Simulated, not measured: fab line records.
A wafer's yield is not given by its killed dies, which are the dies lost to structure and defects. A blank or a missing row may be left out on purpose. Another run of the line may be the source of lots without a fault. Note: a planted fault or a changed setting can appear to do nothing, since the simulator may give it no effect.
Which tool was responsible?	flow nand_harc	Sampling: 24 lots, 72 wafers, 6 of 1302 route steps

## WHAT THE GAUGES READ, wafer by wafer
The record holds no reading of a measuring or inspecting step that can be judged against a usual standard deviation.

## EACH LOT AND THE TOOL THAT RAN IT (in order: tool; ch and the chambers of the sampled wafers; start)
lot	NHARC_A_STAIRCASE_ETCH_25	NHARC_A_STAIRCASE_ETCH_199	NHARC_A_STAIRCASE_TRIM_202	NHARC_A_STAIRCASE_TRIM_220	NHARC_A_STAIRCASE_ETCH_227	NHARC_A_STAIRCASE_ETCH_234
L074	rie_diel-02 ch 0,2,3, day 15 22:25 or earlier	rie_diel-13 ch 1,3, day 15 22:25 or earlier	rie_diel-13 ch 2,3, day 15 22:25 or earlier	rie_diel-11 ch 0,1,2, day 15 22:25	rie_diel-11 ch 0,1,2, no start	rie_diel-13 ch 2,3, no start
L075	rie_diel-11 ch 0,1, day 16 12:54 or earlier	rie_diel-13 ch 2,3, day 16 12:54 or earlier	rie_diel-13 ch 1,2,3, day 16 12:54 or earlier	rie_diel-13 ch 2,3, day 16 12:54	rie_diel-13 ch 0,1,2, no start	rie_diel-11 ch 0,2,3, no start
L077	rie_diel-13 ch 1,2,3, day 17 07:13 or earlier	rie_diel-11 ch 0,1,3, day 17 07:13 or earlier	rie_diel-11 ch 0,1,2, day 17 07:13 or earlier	rie_diel-13 ch 0,1,3, day 17 07:13	rie_diel-13 ch 1,2,3, no start	rie_diel-11 ch 0,2,3, no start
L076	rie_diel-11 ch 0,1,3, day 17 07:38 or earlier	rie_diel-11 ch 1,3, day 17 07:38 or earlier	rie_diel-11 ch 0,1,2, day 17 07:38 or earlier	rie_diel-13 ch 0,2, day 17 07:38	rie_diel-13 ch 1,2, no start	rie_diel-13 ch 0,1, no start
L078	rie_diel-13 ch 0,2,3, day 17 22:41 or earlier	rie_diel-02 ch 1,2,3, day 17 22:41 or earlier	rie_diel-02 ch 0,2,3, day 17 22:41 or earlier	rie_diel-11 ch 0,2, day 17 22:41	rie_diel-11 ch 0,2, no start	rie_diel-13 ch 0,1,2, no start
L079	rie_diel-02 ch 0,1,3, day 18 05:10 or earlier	rie_diel-13 ch 1,2,3, day 18 05:10 or earlier	rie_diel-13 ch 0,3, day 18 05:10 or earlier	rie_diel-11 ch 0,2, day 18 05:10	rie_diel-11 ch 0,2, no start	rie_diel-11 ch 0,2, no start
L080	rie_diel-02 ch 2,3, day 18 19:13 or earlier	rie_diel-13 ch 1,2, day 18 19:13 or earlier	rie_diel-13 ch 0,1,3, day 18 19:13 or earlier	rie_diel-13 ch 0,2,3, day 18 19:13	rie_diel-13 ch 0,2,3, no start	rie_diel-13 ch 0,2,3, no start
L081	rie_diel-13 ch 0,2, day 18 20:29 or earlier	rie_diel-02 ch 0,1,2, day 18 20:29 or earlier	rie_diel-02 ch 0,1, day 18 20:29 or earlier	rie_diel-02 ch 0,1,3, day 18 20:29	rie_diel-02 ch 0,1,2, no start	rie_diel-11 ch 0,2, no start
L082	rie_diel-13 ch 1,2,3, day 19 10:55 or earlier	rie_diel-02 ch 0,1, day 19 10:55 or earlier	rie_diel-02 ch 0,3, day 19 10:55 or earlier	rie_diel-02 ch 0,1, day 19 10:55	rie_diel-02 ch 2,3, no start	rie_diel-02 ch 0,3, no start
L083	rie_diel-02 ch 0,2,3, day 19 10:22 or earlier	rie_diel-13 ch 1,2, day 19 10:22 or earlier	rie_diel-13 ch 1,2,3, day 19 10:22 or earlier	rie_diel-11 ch 0,1,2, day 19 10:22	rie_diel-11 ch 0,1,2, no start	rie_diel-11 ch 0,1,2, no start
L084	rie_diel-13 ch 0,1,3, day 20 06:20 or earlier	rie_diel-13 ch 0,2, day 20 06:20 or earlier	rie_diel-13 ch 0,2, day 20 06:20 or earlier	rie_diel-11 ch 0,2, day 20 06:20	rie_diel-11 ch 0,2,3, no start	rie_diel-13 ch 1,2,3, no start
L085	rie_diel-02 ch 0,2,3, day 20 13:22 or earlier	rie_diel-13 ch 1,2,3, day 20 13:22 or earlier	rie_diel-13 ch 1,2,3, day 20 13:22 or earlier	rie_diel-13 ch 1,2, day 20 13:22	rie_diel-13 ch 2,3, no start	rie_diel-13 ch 1,2,3, no start
L086	rie_diel-02 ch 1,3, day 21 03:37 or earlier	rie_diel-13 ch 0,2,3, day 21 03:37 or earlier	rie_diel-13 ch 1,2, day 21 03:37 or earlier	rie_diel-02 ch 2,3, day 21 03:37	rie_diel-02 ch 2,3, no start	rie_diel-11 ch 1,3, no start
L087	rie_diel-11 ch 0,2, day 21 16:41 or earlier	rie_diel-13 ch 0,2,3, day 21 16:41 or earlier	rie_diel-13 ch 0,3, day 21 16:41 or earlier	rie_diel-11 ch 2,3, day 21 16:41	rie_diel-11 ch 1,3, no start	rie_diel-13 ch 0,2,3, no start
L088	rie_diel-11 ch 0,2,3, day 22 11:07 or earlier	rie_diel-13 ch 1,2,3, day 22 11:07 or earlier	rie_diel-13 ch 0,1,2, day 22 11:07 or earlier	rie_diel-02 ch 0,1,3, day 22 11:07	rie_diel-02 ch 0,1,2, no start	rie_diel-02 ch 0,1,3, no start
L089	rie_diel-02 ch 0,1,3, day 22 12:05 or earlier	rie_diel-11 ch 0,1,2, day 22 12:05 or earlier	rie_diel-11 ch 0,1,2, day 22 12:05 or earlier	rie_diel-13 ch 0,1,2, day 22 12:05	rie_diel-13 ch 0,2, no start	rie_diel-13 ch 1,2,3, no start
L091	rie_diel-02 ch 0,1,3, day 22 22:49 or earlier	rie_diel-11 ch 0,1,2, day 22 22:49 or earlier	rie_diel-11 ch 1,2,3, day 22 22:49 or earlier	rie_diel-02 ch 1,2,3, day 22 22:49	rie_diel-02 ch 0,1,3, no start	rie_diel-02 ch 0,2,3, no start
L090	rie_diel-13 ch 1,2,3, day 22 23:41 or earlier	rie_diel-02 ch 1,2, day 22 23:41 or earlier	rie_diel-02 ch 0,2, day 22 23:41 or earlier	rie_diel-11 ch 0,1,3, day 22 23:41	rie_diel-11 ch 0,2, no start	rie_diel-11 ch 0,1,3, no start
L092	rie_diel-02 ch 0,1,2, day 24 01:38 or earlier	rie_diel-13 ch 0,1, day 24 01:38 or earlier	rie_diel-13 ch 0,2, day 24 01:38 or earlier	rie_diel-02 ch 1,2, day 24 01:38	rie_diel-02 ch 0,1, no start	rie_diel-13 ch 0,1, no start
L094	rie_diel-13 ch 0,2, day 24 09:13 or earlier	rie_diel-02 ch 0,1,2, day 24 09:13 or earlier	rie_diel-02 ch 0,1, day 24 09:13 or earlier	rie_diel-13 ch 0,1, day 24 09:13	rie_diel-13 ch 0,2, no start	rie_diel-11 ch 0,1,3, no start
L093	rie_diel-02 ch 1,2, day 24 09:22 or earlier	rie_diel-11 ch 0,2, day 24 09:22 or earlier	rie_diel-11 ch 1,3, day 24 09:22 or earlier	rie_diel-02 ch 0,2, day 24 09:22	rie_diel-02 ch 0,2,3, no start	rie_diel-13 ch 0,1,2, no start
L095	rie_diel-13 ch 0,2, day 25 03:58 or earlier	rie_diel-13 ch 0,1,2, day 25 03:58 or earlier	rie_diel-13 ch 1,2, day 25 03:58 or earlier	rie_diel-02 ch 0,1, day 25 03:58	rie_diel-02 ch 0,3, no start	rie_diel-11 ch 0,1,2, no start
L096	rie_diel-13 ch 0,1,2, day 25 17:55 or earlier	rie_diel-11 ch 0,1, day 25 17:55 or earlier	rie_diel-11 ch 1,2,3, day 25 17:55 or earlier	rie_diel-13 ch 0,2, day 25 17:55	rie_diel-13 ch 1,2, no start	rie_diel-13 ch 0,1,2, no start
L097	rie_diel-13 ch 0,1,2, day 25 23:01 or earlier	rie_diel-02 ch 0,1,3, day 25 23:01 or earlier	rie_diel-02 ch 0,2, day 25 23:01 or earlier	rie_diel-13 ch 0,1,2, day 25 23:01	rie_diel-13 ch 1,2, no start	rie_diel-13 ch 0,1,2, no start
- NHARC_A_STAIRCASE_ETCH_25: etches the open film in C4F8/O2, target depth 100 nm, time 40.5 s.
- NHARC_A_STAIRCASE_ETCH_199: etches the open film in C4F8/O2, target depth 100 nm, time 40.5 s.
- NHARC_A_STAIRCASE_TRIM_202: chemistry O2, time 211.2 s.
- NHARC_A_STAIRCASE_TRIM_220: chemistry O2, time 211.2 s.
- NHARC_A_STAIRCASE_ETCH_227: etches the open film in C4F8/O2, target depth 100 nm, time 40.5 s.
- NHARC_A_STAIRCASE_ETCH_234: etches the open film in C4F8/O2, target depth 100 nm, time 40.5 s.

## AS READ BY THE TOOLS THEMSELVES (means over the sampled wafers that have a number; for cases with no such wafer, the mark the record gives instead)
NHARC_A_STAIRCASE_ETCH_25. Usual: oes_product_au 0.942 a.u., standard deviation 0.011; rf_vpp_V 895 V, standard deviation 3.7.
lot	tool	oes_product_au (a.u.)	rf_vpp_V (V)	flag
L074	rie_diel-02	0.940	896	
L075	rie_diel-11	0.946	896	
L077	rie_diel-13	0.958	895	
L076	rie_diel-11	0.951	892	
L078	rie_diel-13	0.943	899	
L079	rie_diel-02	0.946	897	
L080	rie_diel-02	0.951	895	
L081	rie_diel-13	0.946	899	
L082	rie_diel-13	0.928	895	
L083	rie_diel-02	0.939	895	
L084	rie_diel-13	0.937	896	
L085	rie_diel-02	0.945	895	
L086	rie_diel-02	0.948	897	
L087	rie_diel-11	0.929	893	
L088	rie_diel-11	0.939	892	
L089	rie_diel-02	0.942	896	
L091	rie_diel-02	0.932	895	
L090	rie_diel-13	0.953	894	
L092	rie_diel-02	0.937	896	
L094	rie_diel-13	0.929	897	
L093	rie_diel-02	0.930	895	
L095	rie_diel-13	0.943	896	
L096	rie_diel-13	0.939	895	
L097	rie_diel-13	0.940	894	

NHARC_A_STAIRCASE_ETCH_199. Usual: oes_product_au 0.946 a.u., standard deviation 0.014; rf_vpp_V 895 V, standard deviation 3.6.
lot	tool	oes_product_au (a.u.)	rf_vpp_V (V)	flag
L074	rie_diel-13	0.941	893	
L075	rie_diel-13	0.951	897	
L077	rie_diel-11	0.935	893	
L076	rie_diel-11	0.946	894	
L078	rie_diel-02	0.943	896	
L079	rie_diel-13	0.953	894	
L080	rie_diel-13	0.954	893	
L081	rie_diel-02	0.937	896	
L082	rie_diel-02	0.943	898	
L083	rie_diel-13	0.953	892	
L084	rie_diel-13	0.965	897	
L085	rie_diel-13	0.945	894	
L086	rie_diel-13	0.949	897	
L087	rie_diel-13	0.955	898	
L088	rie_diel-13	0.957	894	
L089	rie_diel-11	0.943	896	
L091	rie_diel-11	0.941	894	
L090	rie_diel-02	0.941	897	
L092	rie_diel-13	0.934	897	
L094	rie_diel-02	0.951	896	
L093	rie_diel-11	0.931	894	
L095	rie_diel-13	0.942	895	
L096	rie_diel-11	0.923	895	
L097	rie_diel-02	0.955	896	

NHARC_A_STAIRCASE_TRIM_202. Usual: drypump_motor_current_A 5.7 A, standard deviation 0.5; oes_product_au 0.998 a.u., standard deviation 0.011; rf_vpp_V 57.6 V, standard deviation 0.98; showerhead_plenum_p_Torr 3.50 Torr, standard deviation 0.1; throttle_valve_pct 17.037 %, standard deviation 0.0093.
lot	tool	drypump_motor_current_A (A)	oes_product_au (a.u.)	rf_vpp_V (V)	showerhead_plenum_p_Torr (Torr)	throttle_valve_pct (%)	flag
L074	rie_diel-13	5.9	1.004	57.4	3.57	17.034	
L075	rie_diel-13	5.7	0.996	58.0	3.49	17.037	
L077	rie_diel-11	5.9	0.999	57.1	3.52	17.047	
L076	rie_diel-11	5.9	1.005	57.9	3.52	17.036	
L078	rie_diel-02	5.5	1.001	57.5	3.50	17.042	
L079	rie_diel-13	5.8	0.998	56.8	3.65	17.037	
L080	rie_diel-13	5.8	0.999	57.9	3.54	17.034	
L081	rie_diel-02	5.5	0.991	57.8	3.57	17.037	
L082	rie_diel-02	5.2	0.993	58.1	3.49	17.034	
L083	rie_diel-13	5.6	1.000	57.8	3.48	17.041	
L084	rie_diel-13	5.2	1.012	58.0	3.56	17.032	
L085	rie_diel-13	5.6	0.997	57.5	3.47	17.037	
L086	rie_diel-13	5.4	1.000	56.0	3.40	17.034	
L087	rie_diel-13	6.1	0.998	57.2	3.60	17.043	
L088	rie_diel-13	5.4	1.006	56.7	3.50	17.038	
L089	rie_diel-11	5.9	1.001	57.0	3.50	17.044	
L091	rie_diel-11	5.8	0.986	57.6	3.47	17.031	
L090	rie_diel-02	5.9	0.997	57.7	3.49	17.041	
L092	rie_diel-13	5.4	0.993	57.2	3.60	17.037	
L094	rie_diel-02	5.5	1.000	56.8	3.55	17.044	
L093	rie_diel-11	5.8	0.993	57.8	3.44	17.045	
L095	rie_diel-13	5.2	1.001	57.5	3.43	17.033	
L096	rie_diel-11	5.8	1.000	57.3	3.46	17.037	
L097	rie_diel-02	5.9	1.012	56.5	3.48	17.037	

NHARC_A_STAIRCASE_TRIM_220. Usual: drypump_motor_current_A 5.7 A, standard deviation 0.52; oes_product_au 0.998 a.u., standard deviation 0.0099; rf_vpp_V 57.7 V, standard deviation 0.83; showerhead_plenum_p_Torr 3.51 Torr, standard deviation 0.096; throttle_valve_pct 17.035 %, standard deviation 0.0092.
lot	tool	drypump_motor_current_A (A)	oes_product_au (a.u.)	rf_vpp_V (V)	showerhead_plenum_p_Torr (Torr)	throttle_valve_pct (%)	flag
L074	rie_diel-11	5.9	1.004	57.5	3.53	17.037	
L075	rie_diel-13	5.9	1.008	57.5	3.56	17.034	
L077	rie_diel-13	5.8	0.997	58.1	3.54	17.026	
L076	rie_diel-13	5.2	1.000	58.2	3.57	17.028	
L078	rie_diel-11	5.9	1.004	58.2	3.54	17.039	
L079	rie_diel-11	5.9	1.002	58.0	3.54	17.034	
L080	rie_diel-13	5.6	0.997	58.0	3.59	17.036	
L081	rie_diel-02	5.6	0.995	57.4	3.54	17.035	
L082	rie_diel-02	5.9	1.000	57.5	3.58	17.036	
L083	rie_diel-11	5.9	0.990	58.0	3.52	17.042	
L084	rie_diel-11	6.2	0.986	57.6	3.46	17.038	
L085	rie_diel-13	5.4	1.003	57.9	3.40	17.048	
L086	rie_diel-02	5.6	0.990	57.3	3.46	17.033	
L087	rie_diel-11	5.9	1.007	57.3	3.40	17.033	
L088	rie_diel-02	5.5	1.003	57.6	3.53	17.038	
L089	rie_diel-13	5.4	1.013	57.3	3.50	17.026	
L091	rie_diel-02	5.9	1.008	57.6	3.50	17.028	
L090	rie_diel-11	6.1	0.989	57.8	3.41	17.035	
L092	rie_diel-02	6.4	0.987	57.3	3.50	17.027	
L094	rie_diel-13	5.6	0.989	57.0	3.45	17.043	
L093	rie_diel-02	5.5	0.996	57.2	3.51	17.041	
L095	rie_diel-02	5.5	1.001	57.7	3.54	17.037	
L096	rie_diel-13	5.4	0.992	57.8	3.59	17.030	
L097	rie_diel-13	5.4	0.990	57.6	3.49	17.028	

NHARC_A_STAIRCASE_ETCH_227. Usual: oes_product_au 0.941 a.u., standard deviation 0.01; rf_vpp_V 895 V, standard deviation 3.6.
lot	tool	oes_product_au (a.u.)	rf_vpp_V (V)	flag
L074	rie_diel-11	0.943	896	
L075	rie_diel-13	0.940	895	
L077	rie_diel-13	0.936	894	
L076	rie_diel-13	0.936	893	
L078	rie_diel-11	0.935	896	
L079	rie_diel-11	0.937	896	
L080	rie_diel-13	0.943	898	
L081	rie_diel-02	0.929	897	
L082	rie_diel-02	0.950	894	
L083	rie_diel-11	0.935	895	
L084	rie_diel-11	0.942	892	
L085	rie_diel-13	0.953	897	
L086	rie_diel-02	0.947	894	
L087	rie_diel-11	0.943	893	
L088	rie_diel-02	0.947	896	
L089	rie_diel-13	0.950	898	
L091	rie_diel-02	0.943	896	
L090	rie_diel-11	0.931	895	
L092	rie_diel-02	0.943	897	
L094	rie_diel-13	0.934	899	
L093	rie_diel-02	0.943	894	
L095	rie_diel-02	0.947	895	
L096	rie_diel-13	0.942	892	
L097	rie_diel-13	0.942	893	

NHARC_A_STAIRCASE_ETCH_234. Usual: oes_product_au 0.941 a.u., standard deviation 0.012; rf_vpp_V 894 V, standard deviation 4.1.
lot	tool	oes_product_au (a.u.)	rf_vpp_V (V)	flag
L074	rie_diel-13	0.953	898	
L075	rie_diel-11	0.946	893	
L077	rie_diel-11	0.966	893	
L076	rie_diel-13	0.941	894	
L078	rie_diel-13	0.947	896	
L079	rie_diel-11	0.942	894	
L080	rie_diel-13	0.941	899	
L081	rie_diel-11	0.932	894	
L082	rie_diel-02	0.941	895	
L083	rie_diel-11	0.936	896	
L084	rie_diel-13	0.950	893	
L085	rie_diel-13	0.945	894	
L086	rie_diel-11	0.937	891	
L087	rie_diel-13	0.945	897	
L088	rie_diel-02	0.946	896	
L089	rie_diel-13	0.940	894	
L091	rie_diel-02	0.944	894	
L090	rie_diel-11	0.932	892	
L092	rie_diel-13	0.938	893	
L094	rie_diel-11	0.939	892	
L093	rie_diel-13	0.937	894	
L095	rie_diel-11	0.926	894	
L096	rie_diel-13	0.941	894	
L097	rie_diel-13	0.937	894	

## THE ANSWER, worked out from the rows above alone
Rule: take the mean of a lot's wafers that have a number; if it is more than 3 standard deviations from the usual mean, the lot is off. Also off: a lot with no number at a reading for which 4 or more lots have one. The other lots that the step has rows for count as sound. Order of review: gauges by route order, followed by the tools' own readings, for which a lot's mean as printed above is used. The first step at which some lot is off is used, and at that step the reading that is off furthest; a lot without a number counts as furthest.
Nothing can be told from this: no lot is off at any reading shown.

## WHAT THE SIMULATOR HAD INSERTED
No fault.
